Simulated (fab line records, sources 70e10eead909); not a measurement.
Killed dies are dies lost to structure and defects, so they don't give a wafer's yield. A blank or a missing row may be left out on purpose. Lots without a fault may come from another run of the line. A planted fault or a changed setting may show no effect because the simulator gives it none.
Problem report in the 8D (eight disciplines) form, filled by code | flow nand_harc | the parts of the form that need people (team, actions taken, sign-off) are left out

1. THE PROBLEM
killed_dies at NHARC_END_SORT_01 reads a mean of 153 on 3 wafers of 2 lots; wafers without a fault read 54 with a standard deviation of 17. That is +5.8 standard deviations from the usual mean.
First seen on wafer L212.4, day 29 03:43, on prober-02. The record holds 6 wafers of 2 lots with a number at this step. Rule for "out", or "out of limits": more than 4 standard deviations from the usual mean. The other wafers with a number count as sound.

2. WHAT IT IS AND WHAT IT IS NOT
question                    | is                           | is not
which readings at this step | killed_dies, killed_at_array | killed_at_other, killed_at_periphery, killed_open, killed_short
which lots                  | L209, L212                   | -
which wafers of those lots  | L209.1, L209.5, L212.4       | L209.4, L212.2, L212.3
read on which gauges        | prober-02                    | -
when                        | from day 29 03:43            | up to then (2 sound wafers); but 1 sound wafer of L209 came after

3. SUSPECTS, AND WHAT RULES EACH OUT
Counting: a tool at a process step up to the reading stays a suspect if it ran every lot that is out. Sound lots after the first of them don't rule it out here, since some wafers of a struck lot are sound.
- the gauge at NHARC_END_SORT_01: kept. All the wafers that are out were read on prober-02, and no step on other tools shows them out.
- plasma_asher-02 at NHARC_A_STAIRCASE_STRIP_446 (strips in O2): kept. It ran every lot that is out, first L209 (day 23 12:03).
- rtp_anneal-01 at NHARC_THIN_TSV_ANNEAL_52 (time 90 s): kept. It ran every lot that is out, first L209 (day 28 15:17).
- Within plasma_asher-02 at NHARC_A_STAIRCASE_STRIP_446: the wafers that are out ran in chamber 0; their sound lot-mates ran in chamber 1.
Left after counting: plasma_asher-02 at NHARC_A_STAIRCASE_STRIP_446, rtp_anneal-01 at NHARC_THIN_TSV_ANNEAL_52, prober-02 at NHARC_END_SORT_01.

4. THE CAUSE (what the simulator had put in)
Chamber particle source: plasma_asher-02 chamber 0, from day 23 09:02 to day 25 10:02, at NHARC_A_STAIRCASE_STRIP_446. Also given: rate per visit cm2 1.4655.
Counting left 3 suspects, and this tool is among them.

5. THE CHAIN OF EFFECTS, in route order
Each row: a reading whose mean over the struck wafers that have a number lies more than 3 standard deviations from the usual. Only readings for which the record gives a usual standard deviation are gone through. hours: the time from each lot's start at the first step in this table that gives one to its start at this step, as a median over the lots. sigmas: the change in usual standard deviations.
hours | step              | reading         | usual | on struck wafers | change | sigmas
0     | NHARC_END_SORT_01 | killed_at_array | 50    | 149              | +99    | +5.8
0     | NHARC_END_SORT_01 | killed_dies     | 54    | 153              | +99    | +5.8

6. WHAT WOULD HAVE CAUGHT IT SOONER
In this record the first reading out of limits at a measuring or inspecting step was taken at day 29 03:43, 139 hours after the fault began at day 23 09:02.
Of the tool readings at NHARC_A_STAIRCASE_STRIP_446 for which the record gives a usual standard deviation, none was out on any struck wafer, so an alarm limit of 4 standard deviations on them would not have fired.
All the lots that are out (2) had begun NHARC_A_STAIRCASE_STRIP_446 on plasma_asher-02 by day 29 03:43. A hold on the tool at that time would have spared none of them.
